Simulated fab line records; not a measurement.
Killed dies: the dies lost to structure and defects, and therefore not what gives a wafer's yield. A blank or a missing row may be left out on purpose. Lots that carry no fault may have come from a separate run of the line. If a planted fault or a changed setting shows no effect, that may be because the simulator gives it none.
Chamber matching || flow n5Finfet || N5_BEOL_M11_ILD_DEP_00 on pecvd-03: 3 sister chambers
The step deposits SiCOH lowk from DEMS/porogen, target thk 308.51 nm, time 58 s. 3 wafers are shown with their chamber, then 10 later ones without.

## WAFERS, EACH WITH ITS CHAMBER
{"wafer": "L081.4", "chamber": 0, "throttleValvePct (%)": 14.9}
{"wafer": "L093.1", "chamber": 2, "throttleValvePct (%)": 13.7}
{"wafer": "L093.3", "chamber": 1, "throttleValvePct (%)": 13.5}

## WAFERS MISSING THEIR CHAMBER
{"wafer": "L093.4", "throttleValvePct (%)": 13.5}
{"wafer": "L091.2", "throttleValvePct (%)": 14.9}
{"wafer": "L091.5", "throttleValvePct (%)": 13.8}
{"wafer": "L091.6", "throttleValvePct (%)": 13.8}
{"wafer": "L092.1", "throttleValvePct (%)": 13.7}
{"wafer": "L092.2", "throttleValvePct (%)": 14.0}
{"wafer": "L092.4", "throttleValvePct (%)": 13.6}
{"wafer": "L095.3", "throttleValvePct (%)": 14.8}
{"wafer": "L095.4", "throttleValvePct (%)": 13.8}
{"wafer": "L095.6", "throttleValvePct (%)": 13.6}

## WHICH CHAMBER EACH WENT THROUGH
{"wafer": "L093.4", "from the rows above": "can't be placed: 1 or 2", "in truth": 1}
{"wafer": "L091.2", "from the rows above": 0, "in truth": 0}
{"wafer": "L091.5", "from the rows above": "can't be placed: 2 or 1", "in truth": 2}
{"wafer": "L091.6", "from the rows above": "can't be placed: 2 or 1", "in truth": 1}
{"wafer": "L092.1", "from the rows above": "can't be placed: 2 or 1", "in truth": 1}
{"wafer": "L092.2", "from the rows above": "can't be placed: 2 or 1", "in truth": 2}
{"wafer": "L092.4", "from the rows above": "can't be placed: 1 or 2", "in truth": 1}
{"wafer": "L095.3", "from the rows above": 0, "in truth": 0}
{"wafer": "L095.4", "from the rows above": "can't be placed: 2 or 1", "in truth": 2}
{"wafer": "L095.6", "from the rows above": "can't be placed: 1 or 2", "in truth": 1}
2 of 10 placed correctly. From these rows, 8 cannot be placed; in 8 the true chamber is one of the candidates. 0 placed wrongly.
How it was worked out, from the rows above alone: a wafer's distance from a chamber is the root of the sum, over the readings, of the square of ((its reading less the chamber's mean) divided by the reading's scatter). If the next closest chamber is less than 2 further off than the closest, the wafer can't be placed; otherwise it belongs to the closest. The mean given for a chamber averages the wafers shown for that chamber. The scatter: with one shown wafer a chamber, the root of the mean of the squares of how far each hidden wafer lies from its nearest shown one.
